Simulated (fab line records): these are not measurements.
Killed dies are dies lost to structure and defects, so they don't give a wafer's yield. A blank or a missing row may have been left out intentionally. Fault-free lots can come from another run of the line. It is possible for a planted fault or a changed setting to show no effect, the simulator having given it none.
Comparing a struck lot with a sound one	flow n5Finfet	37 steps out of a route of 1938
Sound: wafers L877.1, L877.2, L877.4. Struck: wafers L891.1, L891.3, L891.5. The cause comes at the end.
At each step with rows: each side's tool, then ch and its chambers, then its first start. Under that, the readings that differ: sound wafers	struck wafers	difference of the means	sigmas: that difference in standard deviations of wafers without a fault.
alike: a reading whose means differ by less than 2 such deviations, as well as words and numbers matching on both sides. not compared: withheld readings; readings where some wafer has no value; bounds like >300 that might hide an equal value; numbers whose values overlap and for which the record gives no deviation.
The two part at a step that has a row with sigmas, a row that says differs or no value, or rows on one side only. When numbers do not overlap yet have no deviation, they are printed without sigmas and do not part them. A reading that every wafer of one side lacks parts them only if that side has two wafers or more.

first, 12 steps without rows for these wafers: N5_SD_EPI_P_STRIP_38 (strips in N2/H2); N5_SD_EPI_P_ETCHBACK_46 (etches SiNx in CH3F/O2, stops on SiO2, target depth 17.5 nm); N5_SD_EPI_P_ETCH_47 (etches SiOCN in CH3F/O2, target depth 25 nm); N5_SD_EPI_P_ETCH_16 (etches SiO2 in CHF3/O2, target depth 5 nm); N5_SD_EPI_P_STRIP_50 (strips in CHF3/O2); N5_SD_EPI_P_SD_RECESS_17 (chemistry HBr/Cl2/O2, target depth 39.1 nm, bt time 3 s); N5_SD_EPI_P_WET_ETCH_45 (etches SiO2 in dHF, time 10.7 s, target depth 2 nm, rinse time 30 s); N5_SD_EPI_P_STRIP_40 (strips in N2/H2); N5_SD_EPI_P_PRECLEAN_52 (cleans in O3/DIW, time 60 s); N5_SD_EPI_P_SRD_20 (time 30 s); N5_SD_EPI_P_PRECLEAN_51 (cleans in NF3:NH3, afs cycles 1, time 20 s, sublimation time 60 s); N5_SD_EPI_P_VAPOR_ETCH_44 (etches SiGe30 in NF3/Ar, time 3.3 s).
N5_SD_EPI_P_EPI_21: deposits SiGe:B, time 355 s.
  sound on epiRpcvd-02 ch 0, day 3 19:46; struck on epiRpcvd-02 ch 0, day 7 08:29
reading	sound	struck	difference	sigmas
epiGrowthTimeS (s)	355 355 355	408.18 408.18 408.18	+53.18	
model.SiGe-B_of_SD_EPI_P_EPI_21.thkNm (nm)	59.8 59.6 61.4	65.6 66.4 66.8	+6.0	
N5_SD_EPI_P_EPI_MEAS_23:
  sound on filmMetro-01, day 3 21:59; struck on filmMetro-02, day 7 10:40
reading	sound	struck	difference	sigmas
thkNm (nm)	59.1 59.5 61.9	65.7 66.3 65.6	+5.7	+4
then, 8 steps without rows for these wafers: N5_SD_EPI_P_HM_STRIP_48 (strips SiNx in H3PO4, material SiNx, target depth 3 nm); N5_SD_EPI_P_SRD_49 (time 30 s); N5_SD_EPI_P_PRECLEAN_24 (cleans in O3/DIW, time 45 s); N5_SD_EPI_P_PRECLEAN_32 (cleans in dHF, time 10 s); N5_SD_EPI_P_PRECLEAN_33 (cleans in SC2, time 45 s); N5_SD_EPI_P_SRD_25 (time 30 s); N5_SD_ACTIVATION_RTA_00 (time 0 s); N5_SD_ACTIVATION_LSA_01 (time 0.0008 s).
N5_SD_ACTIVATION_RS_MEAS_03: the measuring method here is four-point-probe.
  sound on filmMetro-02, day 3 22:37; struck on filmMetro-01, day 7 11:24
reading	sound	struck	difference	sigmas
RS_SD_P (ohm/sq)	57.0 57.2 55.4	51.8 51.6 51.3	-5.0	-5
  alike: RS_SD_N
then, 12 steps without rows for these wafers: N5_ILD0_LINER_00 (material SiNx, target thk 4 nm, pulse time 1 s, purge time 2 s); N5_ILD0_FCVD_FILL_01 (material SiO2 flowable, target thk 200 nm, time 328.3 s); N5_ILD0_CURE_02 (time 1800 s); N5_ILD0_CMP_03 (polishes, stops on SiNx, t overpolish 1.9 s, target thk 197.38 nm); N5_ILD0_CMP_07 (polishes SiO2 flowable, stops on poly-Si, t overpolish 1.18 s, target thk 138.88 nm); N5_ILD0_PRECLEAN_10 (cleans in NF3:NH3, afs cycles 5, time 20 s, sublimation time 60 s); N5_ILD0_ALD_15 (deposits SiNx, target thk 24 nm, pulse time 1 s, ald cycles 480); N5_ILD0_CMP_12 (polishes SiNx, stops on poly-Si, t overpolish 6 s, target thk 17.67 nm); N5_SDB_HM_DEP_00 (deposits SiNx from SiH4/NH3/N2, target thk 40 nm, time 35.3 s); N5_SDB_COAT_03 (time 60 s, resist thk 100 nm); N5_SDB_COAT_04 (time 60 s, resist thk 18 nm); N5_SDB_COAT_05 (resist thk 90 nm).
N5_MOL_CONTACT_COAG_ETCH_110: etches Si in CF4/O2, target depth 2.5 nm, time 8 s.
  sound on rieDiel-01 ch 0,1,3, day 5 04:35; struck on rieDiel-02 ch 0,2,3, day 8 15:55
reading	sound	struck	difference	sigmas
model.SiGe-B_of_SD_EPI_P_EPI_21.thkNm (nm)	57 56.8 58.4	62.4 63.4 63.8	+5.8	
  alike: drypumpMotorCurrentA, oesProductAu, rfVppV, showerheadPlenumPTorr, throttleValvePct
  not compared: rfHoursCounterH
-- here the record skips 4 days between the struck wafers' starts before and after, leaving off in module MOL_CONTACT_COAG and picking up in module BEOL_M4 (first step shown: number 1111 of the route) --
N5_BEOL_M4_RC_MEAS_101:
  sound on prober-02 ch 0, day 8 20:29; struck on prober-01 ch 0, day 12 05:27
reading	sound	struck	difference	sigmas
ION_N (uA/um)	673 654 666	713 719 710	+50	+4
ION_P (uA/um)	459 451 455	501 503 501	+47	+6
RS_SD_P (ohm/sq)	66.7 67.2 65.1	61.4 60.3 59.5	-5.9	-5
VT_P (mV)	-251 -255 -253	-245 -243 -245	+9	+3
  alike: DIBL_N, DIBL_P, IOFF_N, IOFF_P, SS_N, SS_P, VT_N

== WHERE THEY PART ==
At N5_SD_EPI_P_EPI_MEAS_23 first; at N5_BEOL_M4_RC_MEAS_101 last (within this record only).

WHY: what had been put in by the simulator
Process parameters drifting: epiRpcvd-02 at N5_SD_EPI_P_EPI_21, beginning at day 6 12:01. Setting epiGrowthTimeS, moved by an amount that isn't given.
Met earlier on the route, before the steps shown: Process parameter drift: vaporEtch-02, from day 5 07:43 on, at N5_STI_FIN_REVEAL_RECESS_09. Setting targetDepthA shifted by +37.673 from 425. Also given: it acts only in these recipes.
